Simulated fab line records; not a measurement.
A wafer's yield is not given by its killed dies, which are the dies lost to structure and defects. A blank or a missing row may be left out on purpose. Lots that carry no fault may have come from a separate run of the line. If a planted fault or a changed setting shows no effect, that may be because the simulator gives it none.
Matching of chambers :: flow nand harc :: NHARC_A_STAIRCASE_ALD_420 on ald hk-03: 4 sister chambers
The step deposits SiO2, target thk 20 nm, pulse time 6 s, ald cycles 200. 8 wafers are shown with their chamber, then 10 later ones without.

## WAFERS WITH THEIR CHAMBER
wafer: L086.3
chamber: 3
heater power w (W): 438
precursor pulse height rel: 0.967

wafer: L087.2
chamber: 3
heater power w (W): 441
precursor pulse height rel: 0.977

wafer: L087.5
chamber: 2
heater power w (W): 465
precursor pulse height rel: 0.992

wafer: L089.3
chamber: 1
heater power w (W): 488
precursor pulse height rel: 0.991

wafer: L089.4
chamber: 0
heater power w (W): 418
precursor pulse height rel: 0.974

wafer: L089.5
chamber: 1
heater power w (W): 477
precursor pulse height rel: 0.979

wafer: L090.2
chamber: 2
heater power w (W): 466
precursor pulse height rel: 1.025

wafer: L090.4
chamber: 0
heater power w (W): 417
precursor pulse height rel: 1.001

## WAFERS WHOSE CHAMBER IS MISSING
wafer: L090.5
heater power w (W): 452
precursor pulse height rel: 1.031

wafer: L090.1
heater power w (W): 484
precursor pulse height rel: 1.009

wafer: L090.3
heater power w (W): 445
precursor pulse height rel: 0.985

wafer: L090.6
heater power w (W): 468
precursor pulse height rel: 0.981

wafer: L092.1
heater power w (W): 453
precursor pulse height rel: 0.972

wafer: L092.2
heater power w (W): 445
precursor pulse height rel: 1.006

wafer: L092.5
heater power w (W): 454
precursor pulse height rel: 0.994

wafer: L093.3
heater power w (W): 490
precursor pulse height rel: 1.027

wafer: L093.5
heater power w (W): 412
precursor pulse height rel: 0.979

wafer: L093.6
heater power w (W): 498
precursor pulse height rel: 0.996

## WHICH CHAMBER EACH ONE RAN IN
wafer: L090.5
from the rows above: can't be placed: 2 or 3
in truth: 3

wafer: L090.1
from the rows above: 1
in truth: 1

wafer: L090.3
from the rows above: 3
in truth: 3

wafer: L090.6
from the rows above: can't be placed: 2 or 1
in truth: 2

wafer: L092.1
from the rows above: can't be placed: 3 or 2
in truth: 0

wafer: L092.2
from the rows above: 3
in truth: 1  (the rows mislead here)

wafer: L092.5
from the rows above: can't be placed: 2 or 3
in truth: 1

wafer: L093.3
from the rows above: 1
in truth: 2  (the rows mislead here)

wafer: L093.5
from the rows above: 0
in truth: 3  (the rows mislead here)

wafer: L093.6
from the rows above: 1
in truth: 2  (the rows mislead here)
Correct placement for 2 of the 10. Cannot be placed on the basis of these rows: 4; the candidates contain the true chamber in 2. Number placed wrongly: 4.
How it was worked out, from the rows above alone: a wafer's distance from a chamber is the root of the sum, over the readings, of the square of ((its reading less the chamber's mean) divided by the reading's scatter). If the next closest chamber is less than 2 further off than the closest, the wafer can't be placed; otherwise it belongs to the closest. For every chamber, the mean is computed from those of its wafers that are shown. The scatter: take each reading less its chamber's mean, square it, sum over the shown wafers, divide by the number of wafers less the number of chambers, and take the root.
